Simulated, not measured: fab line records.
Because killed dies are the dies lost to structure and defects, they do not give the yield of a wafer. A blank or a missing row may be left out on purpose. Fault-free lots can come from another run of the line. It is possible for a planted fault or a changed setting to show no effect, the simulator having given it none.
Split-lot study    flow n5 finfet    on a route of 1938 steps: 7 lots, 21 wafers read

ON THE SPLIT
At N5_BEOL_M10_EXPOSE_25 (exposes mask V9), the setting dose mj was moved away from the recipe's 85.5 on 8 of the 21 wafers read, by -3.5% to +4.9%. For the rest of the wafers, this setting stayed at what the recipe calls for.

FROM THE SPLIT TO THE READING: what the file shows between them, 2 steps
- N5_BEOL_M10_PEB_26: peb time 60 s
- N5_BEOL_M10_DEVELOP_27: develop time 30 s

THE READING
Shown in nm: cd nm at N5_BEOL_M10_CD_MEAS_28, with target cd 70 nm. On this fab line, fault-free wafers typically give 69.7 nm with a standard deviation of 0.71 nm.

wafer   tool, chamber at the split  dose mj as run  against the recipe  cd nm, nm  against lot-mates on the recipe
L075.3  arfi scanner-01, 0          82.51           -3.5%               66.5       -3.2
L075.5  arfi scanner-01, 0          85.5            recipe              69.7       -
L075.6  arfi scanner-01, 0          85.5            recipe              69.7       -
L085.1  arfi scanner-01, 0          88.76           +3.8%               72.4       +2.9
L085.5  arfi scanner-01, 0          85.5            recipe              69.5       -
L085.6  arfi scanner-01, 0          88.76           +3.8%               72.8       +3.3
L089.1  arfi scanner-03, 0          85.5            recipe              70.8       -
L089.4  arfi scanner-03, 0          89.68           +4.9%               74.2       +3.8
L089.6  arfi scanner-03, 0          85.5            recipe              70.1       -
L088.2  arfi scanner-03, 0          89.13           +4.2%               73.1       +2.9
L088.4  arfi scanner-03, 0          89.13           +4.2%               74.4       +4.2
L088.6  arfi scanner-03, 0          85.5            recipe              70.2       -
L096.2  arfi scanner-02, 0          85.5            recipe              70.0       -
L096.3  arfi scanner-02, 0          85.5            recipe              69.8       -
L096.6  arfi scanner-02, 0          85.5            recipe              68.2       -
L093.1  arfi scanner-02, 0          89.52           +4.7%               74.5       +3.8
L093.3  arfi scanner-02, 0          85.5            recipe              70.7       -
L093.6  arfi scanner-02, 0          89.52           +4.7%               75.6       +4.9
L095.2  arfi scanner-01, 0          85.5            recipe              69.7       -
L095.5  arfi scanner-01, 0          85.5            recipe              70.0       -
L095.6  arfi scanner-01, 0          85.5            recipe              70.8       -

FIT RESULTS
A straight line over all 21 wafers: cd nm changes by +0.927 nm for each +1% of dose mj; r = +0.95; the points scatter about the line by 0.72 nm.
The same after taking each lot's own level away (the mean of its wafers on the recipe; 21 wafers): +0.859 nm for each +1%; r = +0.97; scatter 0.51 nm.
On that fit, the largest move of dose mj shifts the reading by 4.2 nm.
From 69.33 to 70.70 nm: that is the span of the lots' own levels, equal to 1.9 times the standard deviation above.
The two slopes agree, so the slope changes little with the lot-to-lot level.
Check: +4.26 nm against its lot-mates is what the line predicts for one of the wafers moved furthest among these (+4.9%) when that wafer is left out of the fit. Against them it came out at +3.75 nm.

THE OTHER SPLITS THESE WAFERS WENT THROUGH
These wafers also went through other splits before the reading. Each is held against what the fit with the lots' levels taken away leaves over:
other split on the same wafers  wafers away from the commonest value  r with cd nm (lot level and that fit taken away)
N5_BEOL_M9_EXPOSE_25 dose mj    4                                     -0.38
N5_BEOL_M9_ETCH_66 bias w       6                                     -0.32
N5_BEOL_M10_COAT_63 spin rpm    9                                     -0.12

THE FILE'S OWN FIT
cd nm changes by +0.854 nm for each +1% of dose mj, r = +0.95.
